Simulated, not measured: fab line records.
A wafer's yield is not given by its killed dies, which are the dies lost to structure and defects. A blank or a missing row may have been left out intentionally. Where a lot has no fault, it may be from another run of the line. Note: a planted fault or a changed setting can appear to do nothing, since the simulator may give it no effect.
fab line records	flow n5-finfet
record: lots: 6	wafers: 16	last-day: 17
route steps=1938 shown TV_LITHO@1884 TV_OPEN@1887 PAD_METAL@1893 PASSIVATION@1897
lots with no fault: from the same line, run without faults
start-h: hours from the record's opening day to when the first of the lot's shown wafers began	wait-h: time in hours since the lot's previous step	" repeats the value in the row above	L1.1+2: a single row standing in for several wafers	- value missing, or start not given	* or withheld: withheld	< > ~ a bound
route shown NAME@n: NAME is a module with steps in the file, n the number in the route of the first one	usual: mean/standard deviation taken from wafers without a fault	same: alike in all rows	chamber/n: place in a boat	sites: per-site readings	_std_site: the values' standard deviation	_edge_site: the outer-site mean with the inner-site mean subtracted	radius-mm: how far each site lies from the wafer's centre	mask NAME#n: copy n	behind: tool/chamber where the wafer was last shaped	hold: what put the lot on hold/how long, in hours/how the hold closed	device: whichever transistor did not switch (one of n, p or np)	end of line: the tests these same wafers got at the end of their route	a step with no rows: only its recipe	killed: the dies lost at the first sort to structure and to defects; this is not the yield of the wafer	map: a wafer's dies, x killed, . not, _ none there
set.NAME: the setting as run; set.NAME@STEP: as run at that earlier step	model.NAME: the simulator's own value behind a step, which no gauge read
certain route steps with their lots: each step a table, each wafer a row
services: a tool's chamber out of use, with start hour (start-h, from the record's first day; less than 0 if before it), hours out, and reason
== steps ==
step: N5_PASSIVATION_OVL_MEAS_60
recipe: points-per-wafer: 44
usual: TV_OVL: -2/5.2
lot.wafer	tool	chamber	start-h	wait-h	TV_OVL[nm]
L637.3	overlay-02	0	294.80	0.0	0
L637.4	"	0	"	"	-6
L637.5	"	0	"	"	1
L640.1	overlay-01	0	341.08	0.0	-2
L640.2	"	0	"	"	4
L640.3	"	0	"	"	2
L646.1	overlay-02	0	369.20	0.0	-24
L646.2	"	0	"	"	-9
L646.6	"	0	"	"	-13
L647.1	overlay-02	0	372.79	0.0	-8
L647.4	"	0	"	"	-2
L650.1	overlay-02	0	381.29	0.0	-5
L650.6	"	0	"	"	-11
L652.1	overlay-01	0	396.20	0.0	-1
L652.2	"	0	"	"	-1
L652.5	"	0	"	"	-3
step: N5_PASSIVATION_INSPECT_61
recipe: mode: adi	inspect-instrument: macro
usual: raw-defect-count: 2.1/1.5
lot.wafer	tool	chamber	start-h	wait-h	raw-defect-count
L637.3	defect-inspect-01	-	294.82	0.0	1
L637.4	"	-	"	"	2
L637.5	"	-	"	"	3
L640.1	defect-inspect-02	-	341.10	0.0	2
L640.2	"	-	"	"	4
L640.3	"	-	"	"	4
L646.1	defect-inspect-02	-	369.23	0.0	4
L646.2	"	-	"	"	0
L646.6	"	-	"	"	0
L647.1	defect-inspect-01	-	372.81	0.0	2
L647.4	"	-	"	"	0
L650.1	defect-inspect-01	-	381.32	0.0	3
L650.6	"	-	"	"	1
L652.1	defect-inspect-01	-	396.23	0.0	0
L652.2	"	-	"	"	3
L652.5	"	-	"	"	0
step: N5_PASSIVATION_DESCUM_12
recipe: chemistry: O2	time-s: 7.9	source-power-w: 50	bias-power-w: 20	pressure-mtorr: 20	rf-frequency-hz: 2.712e+07	temp-c: 40	o2-flow-sccm: 225
usual: drypump-motor-current-A: 5.9/0.53	oes-product-au: 0.78/0.081	rf-vpp-V: 243.0/1.4	showerhead-plenum-p-Torr: 2.09/0.065	throttle-valve-pct: 20.5/0.31
lot.wafer	tool	chamber	start-h	wait-h	drypump-motor-current-A	oes-product-au	rf-hours-counter-h	rf-vpp-V	showerhead-plenum-p-Torr	throttle-valve-pct
L637.3	rie-diel-01	3	294.87	0.0	5.2	0.81	82	243.6	2.12	20.7
L637.4	"	1	"	"	5.5	0.83	102	243.3	2.12	20.1
L637.5	"	3	"	"	5.2	0.81	-	244.2	2.12	20.7
L640.1	rie-diel-04	1	341.36	0.3	5.6	0.72	168	243.4	2.10	20.6
L640.2	"	3	"	"	5.3	0.88	35	243.6	2.12	19.9
L640.3	"	2	"	"	6.4	0.70	190	239.5	1.98	20.8
L646.1	rie-diel-04	1	369.46	0.2	5.6	0.72	176	242.7	2.10	20.6
L646.2	"	3	"	"	5.4	0.85	44	242.7	2.11	19.9
L646.6	"	0	"	"	6.5	0.89	-	243.5	2.12	20.3
L647.1	rie-diel-05	0	372.85	0.0	5.7	0.74	150	243.2	2.18	20.2
L647.4	"	2	"	"	5.2	0.71	228	243.3	2.06	20.3
L650.1	rie-diel-05	0	381.35	0.0	5.7	0.74	153	244.5	2.18	20.2
L650.6	"	1	"	"	5.8	0.69	-	240.7	1.98	20.8
L652.1	rie-diel-04	2	396.26	0.0	6.5	0.68	208	240.6	1.97	20.8
L652.2	"	3	"	"	5.4	0.87	52	243.7	2.11	19.9
L652.5	"	3	"	"	5.4	0.86	-	244.6	2.11	19.9
step: N5_PASSIVATION_PASS_ETCH_74
recipe: chemistry: CF4/O2	target: SiNx	target-depth-a: 2200	time-s: 110	ion-energy-ev: 100	pressure-mtorr: 40	source-w: 535	bias-w: 49	Ar_flow_sccm: 100	cf4-flow-sccm: 100	O2_flow_sccm: 10
step: N5_PASSIVATION_VIA_ETCH_13
recipe: chemistry: CHF3/O2	target: SiO2	target-depth-a: 6600	CHF3_flow_sccm: 50	O2_flow_sccm: 5	Ar_flow_sccm: 200	time-s: 330	mask-material: PR	pressure-mtorr: 30	source-w: 650	bias-w: 170	ion-energy-ev: 200	ends: cleared
usual: drypump-motor-current-A: 5.9/0.53	etch-rf-on-time-s: 235/4.9	oes-product-au: 0.71/0.074	rf-vpp-V: 521/14	showerhead-plenum-p-Torr: 2.41/0.061	throttle-valve-pct: 19.0/0.33
lot.wafer	tool	chamber	start-h	wait-h	drypump-motor-current-A	etch-rf-on-time-s	oes-product-au	rf-hours-counter-h	rf-vpp-V	showerhead-plenum-p-Torr	throttle-valve-pct
L637.3	rie-diel-01	3	295.03	0.0	5.2	225	0.74	83	522	2.44	19.1
L637.4	"	1	"	"	5.5	236	0.75	102	527	2.42	18.4
L637.5	"	3	"	"	5.2	229	0.74	-	523	2.44	19.1
L640.1	rie-diel-04	1	341.51	0.0	5.5	235	0.65	168	500	2.41	19.0
L640.2	"	3	"	"	5.4	227	0.81	35	530	2.45	18.4
L640.3	"	2	"	"	6.4	235	0.64	191	514	2.33	19.5
L646.1	rie-diel-04	1	369.62	0.0	5.6	238	0.65	176	499	2.41	18.9
L646.2	"	3	"	"	5.4	226	0.80	44	531	2.44	18.4
L646.6	"	0	"	"	6.5	238	0.81	-	540	2.45	18.8
L647.1	rie-diel-05	0	373.01	0.0	5.7	238	0.68	150	543	2.51	18.7
L647.4	"	2	"	"	5.1	239	0.63	228	519	2.39	18.8
L650.1	rie-diel-05	0	381.51	0.0	5.7	234	0.67	153	544	2.50	18.7
L650.6	"	1	"	"	5.8	245	0.62	-	516	2.29	19.2
L652.1	rie-diel-04	2	396.42	0.0	6.4	236	0.62	208	513	2.32	19.5
L652.2	"	3	"	"	5.4	228	0.77	52	532	2.44	18.4
L652.5	"	3	"	"	5.4	232	0.78	-	530	2.44	18.4
step: N5_PASSIVATION_STRIP_14
recipe: chemistry: O2	power-w: 600	temp-c: 60	pressure-mtorr: 30	rf-frequency-hz: 6e+07	bias-power-w: 0	overash-fraction: 0.5	o2-flow-sccm: 225
usual: drypump-motor-current-A: 5.9/0.52	oes-product-au: 0.79/0.081	rf-vpp-V: 3.6/1	showerhead-plenum-p-Torr: 2.09/0.064	throttle-valve-pct: 16.69/0.3
lot.wafer	tool	chamber	start-h	wait-h	drypump-motor-current-A	oes-product-au	rf-hours-counter-h	rf-vpp-V	showerhead-plenum-p-Torr	throttle-valve-pct
L637.3	rie-diel-01	3	295.22	0.1	5.2	0.83	83	3.1	2.13	16.88
L637.4	"	1	"	"	5.5	0.83	102	4.2	2.12	16.31
L637.5	"	3	"	"	5.2	0.81	-	5.2	2.13	16.88
L640.1	rie-diel-04	1	341.71	0.1	5.6	0.73	169	3.6	2.10	16.79
L640.2	"	3	"	"	5.4	0.88	35	2.4	2.12	16.14
L640.3	"	2	"	"	6.4	0.70	191	3.1	1.98	16.98
L646.1	rie-diel-04	1	369.81	0.1	5.5	0.73	177	4.0	2.10	16.82
L646.2	"	3	"	"	5.4	0.87	44	3.7	2.12	16.16
L646.6	"	0	"	"	6.5	0.90	-	4.8	2.13	16.48
L647.1	rie-diel-05	0	373.20	0.1	5.7	0.75	150	4.1	2.18	16.45
L647.4	"	2	"	"	5.2	0.71	228	2.4	2.06	16.60
L650.1	rie-diel-05	0	381.71	0.1	5.7	0.75	153	5.1	2.18	16.49
L650.6	"	1	"	"	5.8	0.69	-	2.2	1.99	17.04
L652.1	rie-diel-04	2	396.62	0.1	6.5	0.67	208	5.2	1.98	17.03
L652.2	"	3	"	"	5.4	0.84	52	2.8	2.11	16.15
L652.5	"	3	"	"	5.4	0.86	-	2.4	2.11	16.15
step: N5_PASSIVATION_ETCH_15
recipe: chemistry: CF4/N2	target: SiCN	target-depth-a: 750	taper-deg: 2	time-s: 81.2	ion-energy-ev: 150	mask-material: SiNx	pressure-mtorr: 40	source-w: 430	bias-w: 70	Ar_flow_sccm: 100	cf4-flow-sccm: 60	n2-flow-sccm: 60
step: N5_PASSIVATION_STRIP_73
recipe: chemistry: post-etch-residue-remover	time-s: 60	temp-c: 25	remover-ph: withheld	remover-water-wt-pct: withheld	remover-fluoride-wt-pct: withheld
step: N5_PASSIVATION_SRD_17
recipe: time-s: 30	temp-c: 23	rinse-liquid: diw	dry: n2-spin	spin-rpm: 1500	dry-time-s: 30
step: N5_PASSIVATION_DEGAS_18
recipe: ambient: vacuum	temp-c: 300	time-s: 60
step: N5_PASSIVATION_PRE_CLEAN_19
recipe: gas: H2/He	time-s: *	temp-c: *
step: N5_PASSIVATION_SPUTTER_20
recipe: material: TaN	target-thk-a: 500	temp-c: 25	chamber-pressure-pa: 0.4
step: N5_PASSIVATION_AL_DEP_21
recipe: material: Al	target-thk-a: 28000	temp-c: 400	time-s: 170	power-w: 30000	chamber-pressure-pa: 0.4	gas: Ar
usual: susceptor-temp-C: 400.03/0.21	throttle-valve-pct: 30.2/0.9
lot.wafer	tool	chamber	start-h	wait-h	susceptor-temp-C	throttle-valve-pct	model.Al_of_PASSIVATION_AL_DEP_21.thk-nm
L637.3	pvd-sputter-03	-	296.44	0.1	399.75	31.6	2743
L637.4	"	-	"	"	400.05	30.3	2787
L637.5	"	-	"	"	400.26	29.4	2761
L640.1	pvd-sputter-01	-	342.17	0.1	400.12	29.4	2835
L640.2	"	-	"	"	400.24	30.6	2815
L640.3	"	-	"	"	399.90	31.4	2852
L646.1	pvd-sputter-02	-	370.71	0.1	399.73	29.2	2744
L646.2	"	-	"	"	400.16	30.1	2784
L646.6	"	-	"	"	400.15	28.9	2735
L647.1	pvd-sputter-03	-	373.72	0.1	-	30.1	1931
L647.4	"	-	"	"	400.26	30.1	2835
L650.1	pvd-sputter-03	-	382.70	0.1	-	31.9	1870
L650.6	"	-	"	"	-	31.8	1851
L652.1	pvd-sputter-01	-	397.38	0.1	400.20	30.6	2823
L652.2	"	-	"	"	400.04	31.5	2814
L652.5	"	-	"	"	400.62	30.5	2824
step: N5_PASSIVATION_HMDS_23
recipe: time-s: 60	temp-c: 120
step: N5_PASSIVATION_COAT_24
recipe: spin-rpm: 3000	resist-thk-nm: withheld
step: N5_PASSIVATION_EBR_26
recipe: solvent: PGMEA	ebr-width-mm: 1.5
step: N5_PASSIVATION_SOFTBAKE_25
recipe: temp-c: 100	time-s: 90
step: N5_PASSIVATION_EXPOSE_27
recipe: mask-id: PAD	na: 0.55	source-shape: conventional	sigma-outer: 0.8	polarization: unpolarized	defocus-nm: 0	dose-mj: 32.3
step: N5_PASSIVATION_PEB_28
recipe: peb-temp-c: withheld	peb-time-s: *
step: N5_PASSIVATION_DEVELOP_29
recipe: develop-time-s: 60	rinse-liquid: diw	dry: air-spin	dev-temp-c: 21
step: N5_PASSIVATION_HARDBAKE_31
recipe: temp-c: 130	time-s: 120
step: N5_PASSIVATION_CD_MEAS_30
recipe: target-cd-nm: 4000	landing-energy-ev: 500	detector: se-inlens	polarity: opening
usual: cd-nm: 3999.7/1.7
lot.wafer	tool	chamber	start-h	wait-h	cd-nm
L637.3	cd-sem-01	0	297.04	-	4003.3
L637.4	"	0	"	"	3999.4
L637.5	"	0	"	"	4002.6
L640.1	cd-sem-02	0	342.64	-	4000.3
L640.2	"	0	"	"	3998.0
L640.3	"	0	"	"	3999.6
L646.1	cd-sem-03	0	371.30	-	3999.9
L646.2	"	0	"	"	4002.7
L646.6	"	0	"	"	4002.2
L647.1	cd-sem-02	0	374.32	-	3999.6
L647.4	"	0	"	"	4001.7
L650.1	cd-sem-02	0	383.29	-	3998.6
L650.6	"	0	"	"	3996.3
L652.1	cd-sem-03	0	397.85	-	3997.9
L652.2	"	0	"	"	4000.9
L652.5	"	0	"	"	4000.9
step: N5_PASSIVATION_OVL_MEAS_63
recipe: points-per-wafer: 44
usual: PAD_OVL: -3/5.9
lot.wafer	tool	chamber	start-h	wait-h	PAD_OVL[nm]
L637.3	overlay-01	0	297.07	0.0	-17
L637.4	"	0	"	"	-7
L637.5	"	0	"	"	-16
L640.1	overlay-02	0	342.67	0.0	2
L640.2	"	0	"	"	2
L640.3	"	0	"	"	-5
L646.1	overlay-02	0	371.33	0.0	5
L646.2	"	0	"	"	-1
L646.6	"	0	"	"	-5
L647.1	overlay-02	0	374.35	0.0	-11
L647.4	"	0	"	"	1
L650.1	overlay-02	0	383.34	0.0	-6
L650.6	"	0	"	"	-2
L652.1	overlay-01	0	397.88	0.0	0
L652.2	"	0	"	"	-2
L652.5	"	0	"	"	-3
step: N5_PASSIVATION_INSPECT_64
recipe: mode: adi	inspect-instrument: macro
usual: raw-defect-count: 2.0/1.4
lot.wafer	tool	chamber	start-h	wait-h	raw-defect-count
L637.3	defect-inspect-02	-	297.09	0.0	1
L637.4	"	-	"	"	1
L637.5	"	-	"	"	1
L640.1	defect-inspect-01	-	342.69	0.0	2
L640.2	"	-	"	"	5
L640.3	"	-	"	"	1
L646.1	defect-inspect-01	-	371.36	0.0	1
L646.2	"	-	"	"	3
L646.6	"	-	"	"	6
L647.1	defect-inspect-02	-	374.37	0.0	1
L647.4	"	-	"	"	1
L650.1	defect-inspect-01	-	383.36	0.0	2
L650.6	"	-	"	"	2
L652.1	defect-inspect-01	-	397.91	0.0	4
L652.2	"	-	"	"	1
L652.5	"	-	"	"	2
step: N5_PASSIVATION_DESCUM_32
recipe: chemistry: O2	time-s: 7.9	source-power-w: 50	bias-power-w: 20	pressure-mtorr: 20	rf-frequency-hz: 2.712e+07	temp-c: 40	o2-flow-sccm: 225
usual: drypump-motor-current-A: 5.7/0.42	oes-product-au: 0.81/0.053	rf-vpp-V: 243.5/1.4	showerhead-plenum-p-Torr: 2.12/0.07	throttle-valve-pct: 20.34/0.25
lot.wafer	tool	chamber	start-h	wait-h	drypump-motor-current-A	oes-product-au	rf-hours-counter-h	rf-vpp-V	showerhead-plenum-p-Torr	throttle-valve-pct
L637.3	rie-diel-03	2	297.21	0.1	5.5	0.84	76	244.5	2.20	20.64
L637.4	"	0	"	"	6.1	0.79	138	244.3	2.08	20.68
L637.5	"	1	"	"	5.6	0.86	-	245.7	2.24	20.45
L640.1	rie-diel-06	1	343.59	0.9	6.1	0.73	160	242.8	2.02	20.60
L640.2	"	2	"	"	5.2	0.81	88	244.7	2.11	20.03
L640.3	"	0	"	"	6.1	0.79	114	244.0	2.21	20.22
L646.1	rie-diel-02	0	371.39	0.0	6.4	0.84	87	240.6	2.02	20.67
L646.2	"	2	"	"	5.6	0.90	35	242.5	2.05	20.24
L646.6	"	0	"	"	6.5	0.84	-	242.1	2.02	20.67
L647.1	rie-diel-06	0	374.40	0.0	6.2	0.77	128	244.5	2.21	20.22
L647.4	"	3	"	"	5.8	0.77	144	244.8	2.16	20.18
L650.1	rie-diel-03	0	383.56	0.2	6.1	0.75	174	244.0	2.07	20.77
L650.6	"	0	"	"	6.1	0.75	-	243.2	2.07	20.75
L652.1	rie-diel-02	1	398.08	0.2	5.7	0.86	54	243.6	2.11	19.97
L652.2	"	2	"	"	5.6	0.88	45	242.2	2.04	20.29
L652.5	"	0	"	"	6.4	0.83	-	241.3	2.01	20.66
step: N5_PASSIVATION_AL_ETCH_33
recipe: chemistry: Cl2/BCl3	target-depth-a: 28000	over-etch-frac: 0.15	Cl2_flow_sccm: 180	bcl3-flow-sccm: 60	target: Al	stop-on: TaN	time-s: 466.7	ion-energy-ev: 100	pressure-mtorr: 10	icp-w: 900	bias-w: 100
usual: drypump-motor-current-A: 5.56/0.29	he-backside-leak-sccm: 3.5/0.31	mfc-cl2-sccm: 180.1/0.51	oes-product-au: 0.68/0.073	throttle-valve-pct: 34.30/0.21
lot.wafer	tool	chamber	start-h	wait-h	drypump-motor-current-A	he-backside-leak-sccm	mfc-cl2-sccm	oes-product-au	rf-hours-counter-h	throttle-valve-pct
L637.3	rie-metal-03	1	297.43	0.2	5.14	3.5	178.7	0.67	-	34.30
L637.4	"	0	"	"	5.74	3.7	179.7	0.65	-	34.39
L637.5	"	0	"	"	5.76	3.8	179.8	0.65	-	34.39
L640.1	rie-metal-02	1	343.67	0.1	5.55	3.1	179.6	0.87	2	33.74
L640.2	"	0	"	"	5.58	3.4	181.1	0.68	52	34.37
L640.3	"	0	"	"	5.59	3.3	180.4	0.68	-	34.35
L646.1	rie-metal-02	0	371.48	0.1	5.58	3.5	179.2	0.66	55	34.42
L646.2	"	1	"	"	5.52	3.1	180.7	0.82	5	33.75
L646.6	"	0	"	"	5.57	3.2	178.9	0.66	-	34.43
L647.1	rie-metal-03	0	374.49	0.1	5.75	3.4	180.3	0.50	73	34.97
L647.4	"	0	"	"	5.75	3.4	180.5	0.65	-	34.37
L650.1	rie-metal-01	0	383.65	0.1	6.01	3.5	180.9	0.46	88	34.84
L650.6	"	1	"	"	5.67	3.2	180.0	0.60	-	35.28
L652.1	rie-metal-01	0	398.18	0.1	5.99	3.4	179.6	0.61	89	34.21
L652.2	"	1	"	"	5.65	3.3	180.4	0.77	13	34.62
L652.5	"	1	"	"	5.64	3.4	180.0	0.77	-	34.60
step: N5_PASSIVATION_ETCH_59
recipe: chemistry: Cl2/BCl3	target: TaN	target-depth-a: 650	time-s: 34.9	ion-energy-ev: 100	pressure-mtorr: 10	icp-w: 900	bias-w: 100	Cl2_flow_sccm: 60	bcl3-flow-sccm: 30
step: N5_PASSIVATION_STRIP_34
recipe: chemistry: O2	power-w: 600	temp-c: 60	pressure-mtorr: 30	rf-frequency-hz: 6e+07	bias-power-w: 0	overash-fraction: 2	o2-flow-sccm: 225
step: N5_PASSIVATION_STRIP_51
recipe: chemistry: post-etch-residue-remover	time-s: 1200	temp-c: 72.5
step: N5_PASSIVATION_CLEAN_69
recipe: chemistry: IPA	time-s: 180	temp-c: 25
step: N5_PASSIVATION_SRD_70
recipe: dry: ipa-marangoni	time-s: 30	temp-c: 23	rinse-liquid: diw
step: N5_PASSIVATION_PECVD_53
recipe: material: SiO2	target-thk-a: 8000	temp-c: 400	precursor: TEOS/O2	pressure-torr: 6.5	rf-w: withheld	teos-flow-sccm: withheld	gas: O2	flow-sccm: 2650	time-s: 169.4
step: N5_PASSIVATION_PECVD_35
recipe: material: SiNx	target-thk-a: 7000	temp-c: 400	precursor: SiH4/NH3/N2	pressure-torr: 4.9	rf-w: 1406	time-s: 151.3
usual: heater-power-outer-w: 153/70	heater-power-w: 361/120	showerhead-plenum-p-Torr: 8.68/0.054	susceptor-temp-C: 399.99/0.23	throttle-valve-pct: 28.7/1.4
lot.wafer	tool	chamber	start-h	wait-h	heater-power-outer-w	heater-power-w	showerhead-plenum-p-Torr	susceptor-temp-C	throttle-valve-pct
L637.3	pecvd-03	1	298.42	0.1	160	405	8.71	399.90	30.0
L637.4	"	1	"	"	197	461	8.70	400.20	29.9
L637.5	"	0	"	"	89	287	8.64	399.92	30.2
L640.1	pecvd-03	0	344.90	0.1	189	418	8.66	399.98	30.4
L640.2	"	2	"	"	164	346	8.80	399.79	27.5
L640.3	"	1	"	"	223	501	8.72	399.85	29.8
L646.1	pecvd-01	0	372.61	0.1	252	562	8.69	399.81	26.9
L646.2	"	2	"	"	248	478	8.69	399.84	27.5
L646.6	"	0	"	"	287	618	8.68	400.41	26.9
L647.1	pecvd-03	1	375.66	0.1	181	451	8.70	400.25	29.8
L647.4	"	0	"	"	165	389	8.65	399.76	30.2
L650.1	pecvd-01	1	385.25	0.1	67	203	8.68	399.93	30.4
L650.6	"	0	"	"	286	599	8.69	400.37	26.9
L652.1	pecvd-03	2	399.40	0.1	142	331	8.81	399.66	27.8
L652.2	"	0	"	"	170	388	8.66	400.24	30.3
L652.5	"	0	"	"	89	283	8.66	399.94	30.2
step: N5_PASSIVATION_HMDS_37
recipe: time-s: 60	temp-c: 120
step: N5_PASSIVATION_COAT_38
recipe: spin-rpm: 3000	resist-thk-nm: withheld
step: N5_PASSIVATION_EBR_40
recipe: solvent: PGMEA	ebr-width-mm: 1.5
step: N5_PASSIVATION_SOFTBAKE_39
recipe: temp-c: 110	time-s: 120
step: N5_PASSIVATION_EXPOSE_41
recipe: mask-id: PASS_OPEN	na: 0.55	defocus-nm: 0	source-shape: conventional	sigma-outer: 0.8	polarization: unpolarized	target-cd-nm: 40000	dose-mj: 57.25
step: N5_PASSIVATION_PEB_42
recipe: peb-temp-c: withheld	peb-time-s: *
step: N5_PASSIVATION_DEVELOP_43
recipe: develop-time-s: 60	rinse-liquid: diw	dry: air-spin	dev-temp-c: 21
step: N5_PASSIVATION_HARDBAKE_45
recipe: temp-c: 130	time-s: 120
step: N5_PASSIVATION_CD_MEAS_44
recipe: target-cd-nm: 40000	landing-energy-ev: 500	detector: se-inlens
usual: cd-nm: 40001/3
lot.wafer	tool	chamber	start-h	wait-h	cd-nm
L637.3	cd-sem-02	0	298.98	-	40001
L637.4	"	0	"	"	40003
L637.5	"	0	"	"	40002
L640.1	cd-sem-01	0	345.33	-	40002
L640.2	"	0	"	"	40002
L640.3	"	0	"	"	40003
L646.1	cd-sem-02	0	373.16	-	40003
L646.2	"	0	"	"	40002
L646.6	"	0	"	"	40004
L647.1	cd-sem-01	0	376.21	-	40002
L647.4	"	0	"	"	40006
L650.1	cd-sem-03	0	385.81	-	40000
L650.6	"	0	"	"	40001
L652.1	cd-sem-02	0	399.89	-	40000
L652.2	"	0	"	"	39999
L652.5	"	0	"	"	39999
step: N5_PASSIVATION_STRIP_52
recipe: chemistry: post-etch-residue-remover	time-s: 1200	temp-c: 72.5
lot.wafer	tool	chamber	start-h	wait-h	model.Al_of_PASSIVATION_AL_DEP_21.thk-nm
L637.3	wet-bench-06	3	300.13	-	2728
L637.4	"	4	"	"	2771
L637.5	"	1	"	"	2745
L640.1	wet-bench-06	4	346.25	-	2819
L640.2	"	5	"	"	2800
L640.3	"	2	"	"	2837
L646.1	wet-bench-06	7	373.87	-	2729
L646.2	"	5	"	"	2768
L646.6	"	0	"	"	2720
L647.1	wet-bench-03	0	376.92	-	1915
L647.4	"	4	"	"	2819
L650.1	wet-bench-01	5	386.77	-	1854
L650.6	"	1	"	"	1836
L652.1	wet-bench-01	7	400.60	-	2807
L652.2	"	2	"	"	2799
L652.5	"	1	"	"	2808
== services ==
tool	chamber	start-h	hours	kind
rie-diel-01	1	286.80	6.7	repair
rie-metal-02	1	290.19	-	clean
rie-metal-02	1	290.19	33.3	scheduled-down
rie-metal-02	1	290.19	33.3	vent-cycle
rie-diel-05	0	300.39	21.1	repair
rie-diel-05	2	303.66	4.9	repair
pvd-sputter-02	-	306.05	1.9	repair
rie-diel-06	-	307.32	2.8	pm
pecvd-01	-	318.31	6.0	pm
rie-diel-02	-	329.88	24.2	repair
pecvd-03	0	330.27	10.9	repair
rie-diel-05	0	334.70	17.2	repair
wet-bench-01	-	346.44	1.3	repair
pvd-sputter-03	-	352.94	1.0	repair
rie-diel-01	3	375.65	2.5	repair
pecvd-01	0	378.85	2.1	scheduled-down
pecvd-03	1	383.62	-	clean
pecvd-03	1	383.62	-	consumable-replace:showerhead
pecvd-03	1	383.62	29.0	scheduled-down
pecvd-03	1	383.62	29.0	vent-cycle
rie-diel-06	2	386.98	7.8	repair
rie-metal-01	-	395.15	0.6	repair
rie-diel-05	3	396.61	3.4	repair
== key ==
first-sign none at tools or gauges
model-effect: step: N5_PASSIVATION_AL_DEP_21	value: Al_of_PASSIVATION_AL_DEP_21.thk-nm	without: 2794	struck: 1884
model-effect: step: N5_PASSIVATION_STRIP_52	value: Al_of_PASSIVATION_AL_DEP_21.thk-nm	without: 2779	struck: 1869
met-at N5_PASSIVATION_AL_DEP_21
struck-wafers L647.1,L650.1,L650.6
onset-between 296.44 373.72
fault: kind: process-parameter-drift	tool: pvd-sputter-03	chamber: -	onset-h: 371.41	steps: N5_PASSIVATION_AL_DEP_21	channel: time-s	offset: *	shape: step	end-h: 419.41	scope: struck-wafers-only	acts-in: *	stated: *
